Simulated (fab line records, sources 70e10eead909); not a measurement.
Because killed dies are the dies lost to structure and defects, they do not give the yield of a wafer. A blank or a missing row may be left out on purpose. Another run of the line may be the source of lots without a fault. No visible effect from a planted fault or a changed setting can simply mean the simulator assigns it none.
Which tool was responsible? + flow nand-harc + 24 lots with 72 wafers sampled at 6 steps, on a route of 1159 steps

WHAT THE GAUGES SHOWED, per wafer
The record holds no reading of a measuring or inspecting step that can be judged against a usual standard deviation.

WHICH TOOL RAN EACH LOT (tool, then ch and the chambers of the sampled wafers, then the start)
| lot  | NHARC_A_STAIRCASE_ETCH_188                    | NHARC_A_STAIRCASE_ETCH_190                    | NHARC_A_STAIRCASE_TRIM_198                    | NHARC_A_STAIRCASE_TRIM_229         | NHARC_A_STAIRCASE_HM_OPEN_460  | NHARC_A_STAIRCASE_ETCH_294     |
|------|-----------------------------------------------|-----------------------------------------------|-----------------------------------------------|------------------------------------|--------------------------------|--------------------------------|
| L076 | rie-diel-03 ch 0,2,3, day 11 18:43 or earlier | rie-diel-03 ch 2,3, day 11 18:43 or earlier   | rie-diel-02 ch 1,2, day 11 18:43 or earlier   | rie-diel-03 ch 1,2,3, day 11 18:43 | rie-diel-02 ch 2,3, no start   | rie-diel-02 ch 0,1, no start   |
| L074 | rie-diel-11 ch 1,2,3, day 11 18:56 or earlier | rie-diel-11 ch 0,1,3, day 11 18:56 or earlier | rie-diel-03 ch 0,1,2, day 11 18:56 or earlier | rie-diel-03 ch 1,2,3, day 11 18:56 | rie-diel-02 ch 0,1,3, no start | rie-diel-02 ch 1,2,3, no start |
| L078 | rie-diel-11 ch 1,3, day 11 21:16 or earlier   | rie-diel-11 ch 2,3, day 11 21:16 or earlier   | rie-diel-02 ch 0,2,3, day 11 21:16 or earlier | rie-diel-02 ch 0,3, day 11 21:16   | rie-diel-02 ch 1,3, no start   | rie-diel-02 ch 0,1,3, no start |
| L077 | rie-diel-11 ch 0,1,3, day 11 21:03 or earlier | rie-diel-11 ch 0,2,3, day 11 21:03 or earlier | rie-diel-03 ch 0,1,3, day 11 21:03 or earlier | rie-diel-11 ch 0,1,3, day 11 21:03 | rie-diel-11 ch 0,2,3, no start | rie-diel-11 ch 0,1,3, no start |
| L075 | rie-diel-11 ch 1,2, day 12 01:05 or earlier   | rie-diel-11 ch 0,1, day 12 01:05 or earlier   | rie-diel-11 ch 0,1,2, day 12 01:05 or earlier | rie-diel-03 ch 2,3, day 12 01:05   | rie-diel-03 ch 1,2,3, no start | rie-diel-03 ch 1,3, no start   |
| L079 | rie-diel-11 ch 0,2,3, day 12 06:38 or earlier | rie-diel-11 ch 0,2, day 12 06:38 or earlier   | rie-diel-11 ch 1,2, day 12 06:38 or earlier   | rie-diel-11 ch 0,1,2, day 12 06:38 | rie-diel-03 ch 0,1,3, no start | rie-diel-03 ch 0,1,2, no start |
| L080 | rie-diel-11 ch 0,2,3, day 12 13:05 or earlier | rie-diel-11 ch 0,3, day 12 13:05 or earlier   | rie-diel-11 ch 1,2, day 12 13:05 or earlier   | rie-diel-02 ch 0,3, day 12 13:05   | rie-diel-11 ch 1,2, no start   | rie-diel-11 ch 1,2, no start   |
| L081 | rie-diel-11 ch 0,2,3, day 13 02:32 or earlier | rie-diel-11 ch 1,2,3, day 13 02:32 or earlier | rie-diel-11 ch 1,2,3, day 13 02:32 or earlier | rie-diel-11 ch 0,2,3, day 13 02:32 | rie-diel-02 ch 1,2,3, no start | rie-diel-02 ch 1,2,3, no start |
| L083 | rie-diel-11 ch 1,3, day 13 12:46 or earlier   | rie-diel-11 ch 0,2, day 13 12:46 or earlier   | rie-diel-11 ch 0,1,3, day 13 12:46 or earlier | rie-diel-02 ch 0,2,3, day 13 12:46 | rie-diel-11 ch 0,3, no start   | rie-diel-11 ch 1,2,3, no start |
| L082 | rie-diel-03 ch 1,2,3, day 13 13:33 or earlier | rie-diel-03 ch 2,3, day 13 13:33 or earlier   | rie-diel-03 ch 1,2, day 13 13:33 or earlier   | rie-diel-11 ch 0,2, day 13 13:33   | rie-diel-03 ch 0,2,3, no start | rie-diel-03 ch 2,3, no start   |
| L087 | rie-diel-11 ch 0,2, day 14 15:58 or earlier   | rie-diel-11 ch 0,2,3, day 14 15:58 or earlier | rie-diel-03 ch 0,1,2, day 14 15:58 or earlier | rie-diel-02 ch 0,2,3, day 14 15:58 | rie-diel-11 ch 1,2, no start   | rie-diel-11 ch 1,2, no start   |
| L084 | rie-diel-03 ch 0,1,2, day 14 16:19 or earlier | rie-diel-03 ch 1,2,3, day 14 16:19 or earlier | rie-diel-02 ch 1,2,3, day 14 16:19 or earlier | rie-diel-03 ch 0,1,3, day 14 16:19 | rie-diel-11 ch 0,2,3, no start | rie-diel-11 ch 0,1,3, no start |
| L085 | rie-diel-11 ch 0,1,3, day 14 19:11 or earlier | rie-diel-11 ch 0,2,3, day 14 19:11 or earlier | rie-diel-11 ch 1,2, day 14 19:11 or earlier   | rie-diel-11 ch 1,2,3, day 14 19:11 | rie-diel-11 ch 0,1, no start   | rie-diel-11 ch 0,2,3, no start |
| L086 | rie-diel-02 ch 0,2,3, day 14 20:24 or earlier | rie-diel-02 ch 0,2,3, day 14 20:24 or earlier | rie-diel-02 ch 0,2,3, day 14 20:24 or earlier | rie-diel-11 ch 0,1,2, day 14 20:24 | rie-diel-03 ch 1,2,3, no start | rie-diel-03 ch 0,1,3, no start |
| L090 | rie-diel-11 ch 0,2, day 15 04:38 or earlier   | rie-diel-11 ch 0,2,3, day 15 04:38 or earlier | rie-diel-11 ch 1,2,3, day 15 04:38 or earlier | rie-diel-03 ch 1,2, day 15 04:38   | rie-diel-02 ch 0,1,2, no start | rie-diel-02 ch 0,3, no start   |
| L089 | rie-diel-03 ch 2,3, day 15 05:59 or earlier   | rie-diel-03 ch 0,2,3, day 15 05:59 or earlier | rie-diel-03 ch 1,2, day 15 05:59 or earlier   | rie-diel-02 ch 1,2, day 15 05:59   | rie-diel-03 ch 0,1,3, no start | rie-diel-03 ch 0,2, no start   |
| L091 | rie-diel-02 ch 2,3, day 15 07:44 or earlier   | rie-diel-02 ch 1,2, day 15 07:44 or earlier   | rie-diel-03 ch 0,1,3, day 15 07:44 or earlier | rie-diel-11 ch 0,1,3, day 15 07:44 | rie-diel-11 ch 0,2,3, no start | rie-diel-11 ch 0,1,3, no start |
| L088 | rie-diel-03 ch 0,2,3, day 15 07:47 or earlier | rie-diel-03 ch 1,2,3, day 15 07:47 or earlier | rie-diel-02 ch 0,1,3, day 15 07:47 or earlier | rie-diel-02 ch 0,2,3, day 15 07:47 | rie-diel-02 ch 0,2,3, no start | rie-diel-02 ch 0,1,3, no start |
| L092 | rie-diel-11 ch 0,1,3, day 15 19:33 or earlier | rie-diel-11 ch 1,2, day 15 19:33 or earlier   | rie-diel-11 ch 0,2,3, day 15 19:33 or earlier | rie-diel-11 ch 1,2,3, day 15 19:33 | rie-diel-11 ch 0,2,3, no start | rie-diel-11 ch 1,2,3, no start |
| L093 | rie-diel-11 ch 1,3, day 15 22:50 or earlier   | rie-diel-11 ch 0,3, day 15 22:50 or earlier   | rie-diel-02 ch 0,2,3, day 15 22:50 or earlier | rie-diel-11 ch 0,3, day 15 22:50   | rie-diel-11 ch 0,1, no start   | rie-diel-11 ch 2,3, no start   |
| L094 | rie-diel-03 ch 0,1,3, day 16 01:05 or earlier | rie-diel-03 ch 0,2,3, day 16 01:05 or earlier | rie-diel-03 ch 0,1,2, day 16 01:05 or earlier | rie-diel-11 ch 0,1,3, day 16 01:05 | rie-diel-03 ch 1,2,3, no start | rie-diel-03 ch 1,2,3, no start |
| L095 | rie-diel-02 ch 0,2,3, day 16 08:59 or earlier | rie-diel-02 ch 2,3, day 16 08:59 or earlier   | rie-diel-02 ch 0,2,3, day 16 08:59 or earlier | rie-diel-02 ch 0,1,2, day 16 08:59 | rie-diel-03 ch 0,2,3, no start | rie-diel-03 ch 0,2, no start   |
| L097 | rie-diel-03 ch 1,3, day 16 16:34 or earlier   | rie-diel-03 ch 1,3, day 16 16:34 or earlier   | rie-diel-03 ch 0,1,3, day 16 16:34 or earlier | rie-diel-02 ch 0,2, day 16 16:34   | rie-diel-03 ch 1,2,3, no start | rie-diel-03 ch 1,2,3, no start |
| L096 | rie-diel-02 ch 1,2,3, day 16 19:58 or earlier | rie-diel-02 ch 1,2, day 16 19:58 or earlier   | rie-diel-11 ch 0,1,2, day 16 19:58 or earlier | rie-diel-11 ch 0,1,2, day 16 19:58 | rie-diel-02 ch 1,3, no start   | rie-diel-02 ch 0,1, no start   |
- NHARC_A_STAIRCASE_ETCH_188: etches the open film in C4F8/O2, target depth 100 nm, time 40.5 s.
- NHARC_A_STAIRCASE_ETCH_190: etches the open film in C4F8/O2, target depth 100 nm, time 40.5 s.
- NHARC_A_STAIRCASE_TRIM_198: chemistry O2, time 211.2 s.
- NHARC_A_STAIRCASE_TRIM_229: chemistry O2, time 211.2 s.
- NHARC_A_STAIRCASE_HM_OPEN_460: chemistry O2/COS.
- NHARC_A_STAIRCASE_ETCH_294: etches the open film in C4F8/O2/Ar, target depth 4992 nm, time 1212.4 s.

AS READ BY THE TOOLS THEMSELVES (means over the sampled wafers that have a number; for cases with no such wafer, the mark the record gives instead)
NHARC_A_STAIRCASE_ETCH_188. Usual: oes-product-au 0.938 a.u., standard deviation 0.016; rf-vpp-V 895 V, standard deviation 4.8.
| lot  | tool        | oes-product-au (a.u.) | rf-vpp-V (V) | flag |
|------|-------------|-----------------------|--------------|------|
| L076 | rie-diel-03 | 0.925                 | 897          |      |
| L074 | rie-diel-11 | 0.941                 | 896          |      |
| L078 | rie-diel-11 | 0.951                 | 896          |      |
| L077 | rie-diel-11 | 0.943                 | 895          |      |
| L075 | rie-diel-11 | 0.933                 | 897          |      |
| L079 | rie-diel-11 | 0.955                 | 891          |      |
| L080 | rie-diel-11 | 0.928                 | 892          |      |
| L081 | rie-diel-11 | 0.931                 | 891          |      |
| L083 | rie-diel-11 | 0.964                 | 896          |      |
| L082 | rie-diel-03 | 0.945                 | 894          |      |
| L087 | rie-diel-11 | 0.946                 | 891          |      |
| L084 | rie-diel-03 | 0.924                 | 896          |      |
| L085 | rie-diel-11 | 0.924                 | 895          |      |
| L086 | rie-diel-02 | 0.924                 | 896          |      |
| L090 | rie-diel-11 | 0.931                 | 890          |      |
| L089 | rie-diel-03 | 0.934                 | 892          |      |
| L091 | rie-diel-02 | 0.956                 | 903          |      |
| L088 | rie-diel-03 | 0.945                 | 896          |      |
| L092 | rie-diel-11 | 0.955                 | 894          |      |
| L093 | rie-diel-11 | 0.927                 | 898          |      |
| L094 | rie-diel-03 | 0.935                 | 892          |      |
| L095 | rie-diel-02 | 0.930                 | 902          |      |
| L097 | rie-diel-03 | 0.925                 | 891          |      |
| L096 | rie-diel-02 | 0.945                 | 898          |      |

NHARC_A_STAIRCASE_ETCH_190. Usual: oes-product-au 0.942 a.u., standard deviation 0.013; rf-vpp-V 895 V, standard deviation 4.9.
| lot  | tool        | oes-product-au (a.u.) | rf-vpp-V (V) | flag |
|------|-------------|-----------------------|--------------|------|
| L076 | rie-diel-03 | 0.937                 | 895          |      |
| L074 | rie-diel-11 | 0.947                 | 894          |      |
| L078 | rie-diel-11 | 0.938                 | 893          |      |
| L077 | rie-diel-11 | 0.942                 | 892          |      |
| L075 | rie-diel-11 | 0.947                 | 896          |      |
| L079 | rie-diel-11 | 0.957                 | 891          |      |
| L080 | rie-diel-11 | 0.943                 | 893          |      |
| L081 | rie-diel-11 | 0.957                 | 895          |      |
| L083 | rie-diel-11 | 0.951                 | 892          |      |
| L082 | rie-diel-03 | 0.948                 | 894          |      |
| L087 | rie-diel-11 | 0.945                 | 892          |      |
| L084 | rie-diel-03 | 0.922                 | 895          |      |
| L085 | rie-diel-11 | 0.943                 | 892          |      |
| L086 | rie-diel-02 | 0.935                 | 896          |      |
| L090 | rie-diel-11 | 0.935                 | 891          |      |
| L089 | rie-diel-03 | 0.944                 | 896          |      |
| L091 | rie-diel-02 | 0.954                 | 899          |      |
| L088 | rie-diel-03 | 0.953                 | 894          |      |
| L092 | rie-diel-11 | 0.940                 | 896          |      |
| L093 | rie-diel-11 | 0.954                 | 892          |      |
| L094 | rie-diel-03 | 0.948                 | 895          |      |
| L095 | rie-diel-02 | 0.943                 | 905          |      |
| L097 | rie-diel-03 | 0.926                 | 890          |      |
| L096 | rie-diel-02 | 0.949                 | 893          |      |

NHARC_A_STAIRCASE_TRIM_198. Usual: drypump-motor-current-A 5.8 A, standard deviation 0.47; oes-product-au 0.997 a.u., standard deviation 0.012; rf-vpp-V 57.7 V, standard deviation 0.96; showerhead-plenum-p-Torr 3.49 Torr, standard deviation 0.14; throttle-valve-pct 17.037 %, standard deviation 0.0089.
| lot  | tool        | drypump-motor-current-A (A) | oes-product-au (a.u.) | rf-vpp-V (V) | showerhead-plenum-p-Torr (Torr) | throttle-valve-pct (%) | flag |
|------|-------------|-----------------------------|-----------------------|--------------|---------------------------------|------------------------|------|
| L076 | rie-diel-02 | 5.8                         | 0.993                 | 57.8         | 3.30                            | 17.042                 |      |
| L074 | rie-diel-03 | 5.6                         | 0.993                 | 57.5         | 3.54                            | 17.034                 |      |
| L078 | rie-diel-02 | 6.2                         | 0.996                 | 57.8         | 3.55                            | 17.037                 |      |
| L077 | rie-diel-03 | 5.4                         | 0.982                 | 57.5         | 3.46                            | 17.034                 |      |
| L075 | rie-diel-11 | 6.1                         | 1.001                 | 57.1         | 3.47                            | 17.034                 |      |
| L079 | rie-diel-11 | 5.9                         | 0.998                 | 58.3         | 3.56                            | 17.047                 |      |
| L080 | rie-diel-11 | 5.9                         | 1.005                 | 58.3         | 3.56                            | 17.024                 |      |
| L081 | rie-diel-11 | 6.1                         | 1.004                 | 58.6         | 3.50                            | 17.039                 |      |
| L083 | rie-diel-11 | 5.9                         | 0.998                 | 57.9         | 3.48                            | 17.041                 |      |
| L082 | rie-diel-03 | 5.6                         | 0.996                 | 58.0         | 3.56                            | 17.036                 |      |
| L087 | rie-diel-03 | 5.6                         | 0.997                 | 57.8         | 3.53                            | 17.041                 |      |
| L084 | rie-diel-02 | 6.2                         | 0.990                 | 58.5         | 3.42                            | 17.040                 |      |
| L085 | rie-diel-11 | 6.2                         | 0.999                 | 57.0         | 3.48                            | 17.038                 |      |
| L086 | rie-diel-02 | 6.2                         | 0.996                 | 58.4         | 3.54                            | 17.040                 |      |
| L090 | rie-diel-11 | 6.0                         | 0.996                 | 57.7         | 3.49                            | 17.038                 |      |
| L089 | rie-diel-03 | 5.6                         | 1.002                 | 57.5         | 3.55                            | 17.032                 |      |
| L091 | rie-diel-03 | 5.4                         | 0.984                 | 56.7         | 3.44                            | 17.037                 |      |
| L088 | rie-diel-02 | 5.8                         | 1.002                 | 58.7         | 3.55                            | 17.022                 |      |
| L092 | rie-diel-11 | 6.1                         | 1.008                 | 58.2         | 3.40                            | 17.040                 |      |
| L093 | rie-diel-02 | 6.2                         | 0.997                 | 58.1         | 3.71                            | 17.040                 |      |
| L094 | rie-diel-03 | 5.6                         | 0.990                 | 57.5         | 3.52                            | 17.040                 |      |
| L095 | rie-diel-02 | 6.2                         | 1.005                 | 57.8         | 3.71                            | 17.038                 |      |
| L097 | rie-diel-03 | 5.4                         | 0.987                 | 57.1         | 3.43                            | 17.038                 |      |
| L096 | rie-diel-11 | 6.0                         | 1.001                 | 57.5         | 3.45                            | 17.035                 |      |

NHARC_A_STAIRCASE_TRIM_229. Usual: drypump-motor-current-A 5.9 A, standard deviation 0.46; oes-product-au 0.999 a.u., standard deviation 0.012; rf-vpp-V 57.7 V, standard deviation 0.93; showerhead-plenum-p-Torr 3.51 Torr, standard deviation 0.15; throttle-valve-pct 17.036 %, standard deviation 0.0087.
| lot  | tool        | drypump-motor-current-A (A) | oes-product-au (a.u.) | rf-vpp-V (V) | showerhead-plenum-p-Torr (Torr) | throttle-valve-pct (%) | flag |
|------|-------------|-----------------------------|-----------------------|--------------|---------------------------------|------------------------|------|
| L076 | rie-diel-03 | 5.4                         | 0.997                 | 57.6         | 3.48                            | 17.030                 |      |
| L074 | rie-diel-03 | 5.4                         | 0.995                 | 57.7         | 3.48                            | 17.034                 |      |
| L078 | rie-diel-02 | 6.3                         | 0.990                 | 57.5         | 3.70                            | 17.039                 |      |
| L077 | rie-diel-11 | 6.0                         | 1.004                 | 57.7         | 3.49                            | 17.041                 |      |
| L075 | rie-diel-03 | 5.6                         | 1.007                 | 58.4         | 3.56                            | 17.040                 |      |
| L079 | rie-diel-11 | 6.1                         | 0.993                 | 56.9         | 3.47                            | 17.030                 |      |
| L080 | rie-diel-02 | 5.8                         | 0.991                 | 58.0         | 3.68                            | 17.026                 |      |
| L081 | rie-diel-11 | 6.2                         | 0.999                 | 57.7         | 3.41                            | 17.045                 |      |
| L083 | rie-diel-02 | 6.2                         | 0.993                 | 56.8         | 3.54                            | 17.041                 |      |
| L082 | rie-diel-11 | 6.2                         | 1.012                 | 57.3         | 3.38                            | 17.037                 |      |
| L087 | rie-diel-02 | 6.2                         | 0.997                 | 58.8         | 3.54                            | 17.035                 |      |
| L084 | rie-diel-03 | 5.4                         | 0.989                 | 57.7         | 3.44                            | 17.033                 |      |
| L085 | rie-diel-11 | 6.0                         | 0.998                 | 59.0         | 3.50                            | 17.033                 |      |
| L086 | rie-diel-11 | 6.1                         | 0.999                 | 57.9         | 3.46                            | 17.032                 |      |
| L090 | rie-diel-03 | 5.5                         | 0.984                 | 57.1         | 3.47                            | 17.026                 |      |
| L089 | rie-diel-02 | 5.8                         | 1.000                 | 57.9         | 3.46                            | 17.042                 |      |
| L091 | rie-diel-11 | 6.0                         | 1.008                 | 58.3         | 3.47                            | 17.032                 |      |
| L088 | rie-diel-02 | 6.2                         | 1.004                 | 58.5         | 3.72                            | 17.049                 |      |
| L092 | rie-diel-11 | 6.1                         | 1.010                 | 57.6         | 3.49                            | 17.040                 |      |
| L093 | rie-diel-11 | 6.1                         | 1.007                 | 57.6         | 3.38                            | 17.028                 |      |
| L094 | rie-diel-11 | 5.9                         | 1.004                 | 57.3         | 3.47                            | 17.032                 |      |
| L095 | rie-diel-02 | 5.7                         | 1.004                 | 57.3         | 3.58                            | 17.042                 |      |
| L097 | rie-diel-02 | 6.1                         | 1.011                 | 58.6         | 3.75                            | 17.043                 |      |
| L096 | rie-diel-11 | 6.1                         | 1.003                 | 58.3         | 3.45                            | 17.044                 |      |

NHARC_A_STAIRCASE_HM_OPEN_460. Usual: drypump-motor-current-A 5.9 A, standard deviation 0.47; oes-product-au 0.997 a.u., standard deviation 0.011; rf-vpp-V 466.5 V, standard deviation 2.9; showerhead-plenum-p-Torr 3.09 Torr, standard deviation 0.13; throttle-valve-pct 28.331 %, standard deviation 0.01.
| lot  | tool        | drypump-motor-current-A (A) | oes-product-au (a.u.) | rf-vpp-V (V) | showerhead-plenum-p-Torr (Torr) | throttle-valve-pct (%) | flag |
|------|-------------|-----------------------------|-----------------------|--------------|---------------------------------|------------------------|------|
| L076 | rie-diel-02 | 6.5                         | 0.998                 | 464.9        | 3.02                            | 28.332                 |      |
| L074 | rie-diel-02 | 5.8                         | 0.989                 | 468.2        | 3.15                            | 28.337                 |      |
| L078 | rie-diel-02 | 6.3                         | 0.986                 | 467.9        | 3.16                            | 28.324                 |      |
| L077 | rie-diel-11 | 6.2                         | 1.007                 | 464.6        | 3.02                            | 28.337                 |      |
| L075 | rie-diel-03 | 5.4                         | 0.993                 | 466.0        | 3.08                            | 28.331                 |      |
| L079 | rie-diel-03 | 5.4                         | 0.991                 | 465.6        | 3.06                            | 28.326                 |      |
| L080 | rie-diel-11 | 6.2                         | 1.003                 | 466.5        | 3.08                            | 28.324                 |      |
| L081 | rie-diel-02 | 6.2                         | 0.997                 | 465.0        | 3.03                            | 28.329                 |      |
| L083 | rie-diel-11 | 6.0                         | 1.011                 | 465.4        | 3.03                            | 28.332                 |      |
| L082 | rie-diel-03 | 5.6                         | 0.994                 | 467.1        | 3.12                            | 28.335                 |      |
| L087 | rie-diel-11 | 6.2                         | 0.993                 | 467.3        | 3.07                            | 28.323                 |      |
| L084 | rie-diel-11 | 6.2                         | 0.998                 | 465.3        | 3.01                            | 28.333                 |      |
| L085 | rie-diel-11 | 5.8                         | 0.991                 | 466.9        | 3.12                            | 28.327                 |      |
| L086 | rie-diel-03 | 5.4                         | 0.991                 | 465.5        | 3.07                            | 28.325                 |      |
| L090 | rie-diel-02 | 5.8                         | 0.997                 | 468.0        | 3.17                            | 28.330                 |      |
| L089 | rie-diel-03 | 5.4                         | 0.982                 | 465.1        | 3.04                            | 28.331                 |      |
| L091 | rie-diel-11 | 6.2                         | 0.994                 | 465.1        | 3.01                            | 28.338                 |      |
| L088 | rie-diel-02 | 6.2                         | 1.000                 | 471.1        | 3.29                            | 28.320                 |      |
| L092 | rie-diel-11 | 6.2                         | 1.005                 | 464.1        | 3.01                            | 28.330                 |      |
| L093 | rie-diel-11 | 5.9                         | 1.008                 | 465.4        | 3.04                            | 28.333                 |      |
| L094 | rie-diel-03 | 5.4                         | 0.993                 | 466.5        | 3.06                            | 28.333                 |      |
| L095 | rie-diel-03 | 5.6                         | 1.002                 | 466.9        | 3.11                            | 28.318                 |      |
| L097 | rie-diel-03 | 5.4                         | 0.999                 | 466.3        | 3.06                            | 28.329                 |      |
| L096 | rie-diel-02 | 6.3                         | 1.004                 | 467.9        | 3.14                            | 28.337                 |      |

NHARC_A_STAIRCASE_ETCH_294. Usual: oes-product-au 0.934 a.u., standard deviation 0.015; rf-vpp-V 1825 V, standard deviation 11.
| lot  | tool        | oes-product-au (a.u.) | rf-vpp-V (V) | flag |
|------|-------------|-----------------------|--------------|------|
| L076 | rie-diel-02 | 0.916                 | 1828         |      |
| L074 | rie-diel-02 | 0.927                 | 1819         |      |
| L078 | rie-diel-02 | 0.916                 | 1829         |      |
| L077 | rie-diel-11 | 0.941                 | 1824         |      |
| L075 | rie-diel-03 | 0.932                 | 1816         |      |
| L079 | rie-diel-03 | 0.933                 | 1827         |      |
| L080 | rie-diel-11 | 0.950                 | 1824         |      |
| L081 | rie-diel-02 | 0.929                 | 1819         |      |
| L083 | rie-diel-11 | 0.948                 | 1824         |      |
| L082 | rie-diel-03 | 0.944                 | 1824         |      |
| L087 | rie-diel-11 | 0.925                 | 1829         |      |
| L084 | rie-diel-11 | 0.957                 | 1822         |      |
| L085 | rie-diel-11 | 0.943                 | 1818         |      |
| L086 | rie-diel-03 | 0.925                 | 1821         |      |
| L090 | rie-diel-02 | 0.935                 | 1838         |      |
| L089 | rie-diel-03 | 0.926                 | 1830         |      |
| L091 | rie-diel-11 | 0.946                 | 1822         |      |
| L088 | rie-diel-02 | 0.928                 | 1828         |      |
| L092 | rie-diel-11 | 0.946                 | 1823         |      |
| L093 | rie-diel-11 | 0.952                 | 1819         |      |
| L094 | rie-diel-03 | 0.923                 | 1821         |      |
| L095 | rie-diel-03 | 0.928                 | 1830         |      |
| L097 | rie-diel-03 | 0.914                 | 1822         |      |
| L096 | rie-diel-02 | 0.924                 | 1826         |      |

THE ANSWER, worked out from the rows above alone
Rule: take the mean of a lot's wafers that have a number; if it is more than 3 standard deviations from the usual mean, the lot is off. A lot without any number at a reading at which 4 lots or more have one is off too. All remaining lots with rows at the step are treated as sound. First the gauges in route order, then the tools' own readings, where a lot's mean is used as printed above. The first step at which some lot is off is used, and at that step the reading that is off furthest; a lot without a number counts as furthest.
No lot is off at any reading shown: from this, nothing can be told.

WHAT THE SIMULATOR PUT IN
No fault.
